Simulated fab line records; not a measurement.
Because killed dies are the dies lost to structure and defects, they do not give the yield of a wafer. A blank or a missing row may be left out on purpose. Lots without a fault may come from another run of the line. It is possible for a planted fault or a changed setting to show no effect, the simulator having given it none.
Chamber matching    flow nand_harc    NHARC_A_STAIRCASE_CMP_450 on cmp-04 has 4 sister chambers
The step polishes SiO2, target thk 200 nm. 4 wafers are shown with their chamber, then 8 later ones without.

== EACH WAFER AND ITS CHAMBER ==
wafer   chamber  motor_current_A (A)
L081.6  1        14.3
L088.5  2        11.9
L088.6  3        11.2
L089.1  0        14.4

== WAFERS WHOSE CHAMBER IS MISSING ==
wafer   motor_current_A (A)
L089.3  11.8
L089.6  13.4
L093.1  12.9
L093.2  14.7
L093.6  10.9
L096.2  14.8
L096.3  12.4
L096.4  10.7

== WHICH CHAMBER EACH ONE RAN IN ==
wafer   from the rows above                in truth
L089.3  can't be placed: 2 or 3            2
L089.6  can't be placed: 1 or 0 or 2       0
L093.1  can't be placed: 2 or 1 or 0 or 3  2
L093.2  can't be placed: 0 or 1            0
L093.6  can't be placed: 3 or 2            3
L096.2  can't be placed: 0 or 1            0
L096.3  can't be placed: 2 or 3            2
L096.4  can't be placed: 3 or 2            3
0 of 8 placed correctly. These rows do not allow placing 8 (true chamber among the candidates in 8). 0 placed wrongly.
How it was worked out, from the rows above alone: a wafer's distance from a chamber is the root of the sum, over the readings, of the square of ((its reading less the chamber's mean) divided by the reading's scatter). The wafer belongs to the nearest chamber; if the next one is less than 2 further off, it can't be placed. For every chamber, the mean is computed from those of its wafers that are shown. The scatter: with one shown wafer a chamber, the root of the mean of the squares of how far each hidden wafer lies from its nearest shown one.
